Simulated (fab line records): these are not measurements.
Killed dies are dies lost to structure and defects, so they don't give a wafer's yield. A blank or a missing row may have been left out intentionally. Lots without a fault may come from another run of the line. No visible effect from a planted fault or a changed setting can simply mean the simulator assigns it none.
Chamber matching / flow nand_harc / NHARC_A_BLC_DESCUM_15 on rie_diel-07: 4 sister chambers
The step chemistry O2, time 3 s. 27 wafers are shown with their chamber, then 12 later ones without.

== EACH WAFER AND ITS CHAMBER ==
wafer=L076.1; chamber=2; showerhead_plenum_p_Torr (Torr)=1.92; drypump_motor_current_A (A)=6.0; oes_product_au (a.u.)=0.997
wafer=L076.3; chamber=0; showerhead_plenum_p_Torr (Torr)=1.87; drypump_motor_current_A (A)=5.7; oes_product_au (a.u.)=0.992
wafer=L076.5; chamber=2; showerhead_plenum_p_Torr (Torr)=1.92; drypump_motor_current_A (A)=6.0; oes_product_au (a.u.)=0.999
wafer=L079.1; chamber=2; showerhead_plenum_p_Torr (Torr)=1.92; drypump_motor_current_A (A)=6.0; oes_product_au (a.u.)=0.990
wafer=L079.3; chamber=3; showerhead_plenum_p_Torr (Torr)=1.91; drypump_motor_current_A (A)=6.6; oes_product_au (a.u.)=0.999
wafer=L079.5; chamber=1; showerhead_plenum_p_Torr (Torr)=1.77; drypump_motor_current_A (A)=6.1; oes_product_au (a.u.)=0.982
wafer=L081.2; chamber=1; showerhead_plenum_p_Torr (Torr)=1.77; drypump_motor_current_A (A)=6.2; oes_product_au (a.u.)=0.986
wafer=L081.3; chamber=2; showerhead_plenum_p_Torr (Torr)=1.92; drypump_motor_current_A (A)=6.0; oes_product_au (a.u.)=0.995
wafer=L081.5; chamber=0; showerhead_plenum_p_Torr (Torr)=1.87; drypump_motor_current_A (A)=5.7; oes_product_au (a.u.)=0.996
wafer=L080.3; chamber=1; showerhead_plenum_p_Torr (Torr)=1.77; drypump_motor_current_A (A)=6.1; oes_product_au (a.u.)=0.986
wafer=L080.4; chamber=0; showerhead_plenum_p_Torr (Torr)=1.87; drypump_motor_current_A (A)=5.7; oes_product_au (a.u.)=0.999
wafer=L080.5; chamber=3; showerhead_plenum_p_Torr (Torr)=1.91; drypump_motor_current_A (A)=6.6; oes_product_au (a.u.)=1.005
wafer=L083.2; chamber=3; showerhead_plenum_p_Torr (Torr)=1.91; drypump_motor_current_A (A)=6.6; oes_product_au (a.u.)=0.999
wafer=L083.3; chamber=2; showerhead_plenum_p_Torr (Torr)=1.92; drypump_motor_current_A (A)=6.0; oes_product_au (a.u.)=0.997
wafer=L083.5; chamber=0; showerhead_plenum_p_Torr (Torr)=1.87; drypump_motor_current_A (A)=5.7; oes_product_au (a.u.)=1.003
wafer=L082.2; chamber=0; showerhead_plenum_p_Torr (Torr)=1.87; drypump_motor_current_A (A)=5.7; oes_product_au (a.u.)=0.996
wafer=L082.5; chamber=1; showerhead_plenum_p_Torr (Torr)=1.77; drypump_motor_current_A (A)=6.2; oes_product_au (a.u.)=0.981
wafer=L082.6; chamber=0; showerhead_plenum_p_Torr (Torr)=1.87; drypump_motor_current_A (A)=5.7; oes_product_au (a.u.)=0.999
wafer=L085.2; chamber=1; showerhead_plenum_p_Torr (Torr)=1.77; drypump_motor_current_A (A)=6.2; oes_product_au (a.u.)=0.993
wafer=L085.3; chamber=3; showerhead_plenum_p_Torr (Torr)=1.91; drypump_motor_current_A (A)=6.6; oes_product_au (a.u.)=0.993
wafer=L085.5; chamber=2; showerhead_plenum_p_Torr (Torr)=1.91; drypump_motor_current_A (A)=6.0; oes_product_au (a.u.)=0.989
wafer=L086.1; chamber=0; showerhead_plenum_p_Torr (Torr)=1.87; drypump_motor_current_A (A)=5.7; oes_product_au (a.u.)=0.997
wafer=L086.2; chamber=1; showerhead_plenum_p_Torr (Torr)=1.77; drypump_motor_current_A (A)=6.2; oes_product_au (a.u.)=0.987
wafer=L086.6; chamber=1; showerhead_plenum_p_Torr (Torr)=1.77; drypump_motor_current_A (A)=6.2; oes_product_au (a.u.)=0.981
wafer=L089.2; chamber=0; showerhead_plenum_p_Torr (Torr)=1.87; drypump_motor_current_A (A)=5.7; oes_product_au (a.u.)=1.009
wafer=L089.4; chamber=3; showerhead_plenum_p_Torr (Torr)=1.91; drypump_motor_current_A (A)=6.6; oes_product_au (a.u.)=1.005
wafer=L089.5; chamber=2; showerhead_plenum_p_Torr (Torr)=1.91; drypump_motor_current_A (A)=6.0; oes_product_au (a.u.)=1.004

SIGNATURES (means of the wafers above)
reading=showerhead_plenum_p_Torr; chamber 0=1.8700; chamber 1=1.7700; chamber 2=1.9171; chamber 3=1.9100; scatter within a chamber=0.00249
reading=drypump_motor_current_A; chamber 0=5.700; chamber 1=6.171; chamber 2=6.000; chamber 3=6.600; scatter within a chamber=0.0249
reading=oes_product_au; chamber 0=0.99887; chamber 1=0.98514; chamber 2=0.99586; chamber 3=1.00020; scatter within a chamber=0.00493
Rule: for a wafer and a chamber, the distance is found by dividing, reading by reading, the gap between the wafer's reading and the chamber's mean by the reading's scatter, squaring, summing and taking the root. The wafer belongs to the nearest chamber; if the next one is less than 2 further off, it can't be placed. The scatter: take each reading less its chamber's mean, square it, sum over the shown wafers, divide by the number of wafers less the number of chambers, and take the root.

== WAFERS WHOSE CHAMBER IS MISSING ==
wafer=L091.1; showerhead_plenum_p_Torr (Torr)=1.91; drypump_motor_current_A (A)=6.0; oes_product_au (a.u.)=0.997
wafer=L091.3; showerhead_plenum_p_Torr (Torr)=1.77; drypump_motor_current_A (A)=6.2; oes_product_au (a.u.)=1.002
wafer=L091.5; showerhead_plenum_p_Torr (Torr)=1.87; drypump_motor_current_A (A)=5.7; oes_product_au (a.u.)=1.001
wafer=L088.1; showerhead_plenum_p_Torr (Torr)=1.86; drypump_motor_current_A (A)=5.7; oes_product_au (a.u.)=0.996
wafer=L088.2; showerhead_plenum_p_Torr (Torr)=1.77; drypump_motor_current_A (A)=6.2; oes_product_au (a.u.)=0.985
wafer=L088.3; showerhead_plenum_p_Torr (Torr)=1.91; drypump_motor_current_A (A)=6.0; oes_product_au (a.u.)=1.004
wafer=L092.1; showerhead_plenum_p_Torr (Torr)=1.91; drypump_motor_current_A (A)=6.6; oes_product_au (a.u.)=1.029
wafer=L092.2; showerhead_plenum_p_Torr (Torr)=1.86; drypump_motor_current_A (A)=5.7; oes_product_au (a.u.)=1.014
wafer=L092.5; showerhead_plenum_p_Torr (Torr)=1.86; drypump_motor_current_A (A)=5.7; oes_product_au (a.u.)=1.006
wafer=L096.1; showerhead_plenum_p_Torr (Torr)=1.86; drypump_motor_current_A (A)=5.7; oes_product_au (a.u.)=1.003
wafer=L096.4; showerhead_plenum_p_Torr (Torr)=1.77; drypump_motor_current_A (A)=6.2; oes_product_au (a.u.)=1.000
wafer=L096.5; showerhead_plenum_p_Torr (Torr)=1.77; drypump_motor_current_A (A)=6.2; oes_product_au (a.u.)=0.989

== WHICH CHAMBER EACH ONE RAN IN ==
wafer=L091.1; from the rows above=2; in truth=2
wafer=L091.3; from the rows above=1; in truth=1
wafer=L091.5; from the rows above=0; in truth=0
wafer=L088.1; from the rows above=0; in truth=0
wafer=L088.2; from the rows above=1; in truth=1
wafer=L088.3; from the rows above=2; in truth=2
wafer=L092.1; from the rows above=3; in truth=3
wafer=L092.2; from the rows above=0; in truth=0
wafer=L092.5; from the rows above=0; in truth=0
wafer=L096.1; from the rows above=0; in truth=0
wafer=L096.4; from the rows above=1; in truth=1
wafer=L096.5; from the rows above=1; in truth=1
Placed correctly: 12 of 12. Can't be placed from these rows: 0. Wrongly placed: 0.
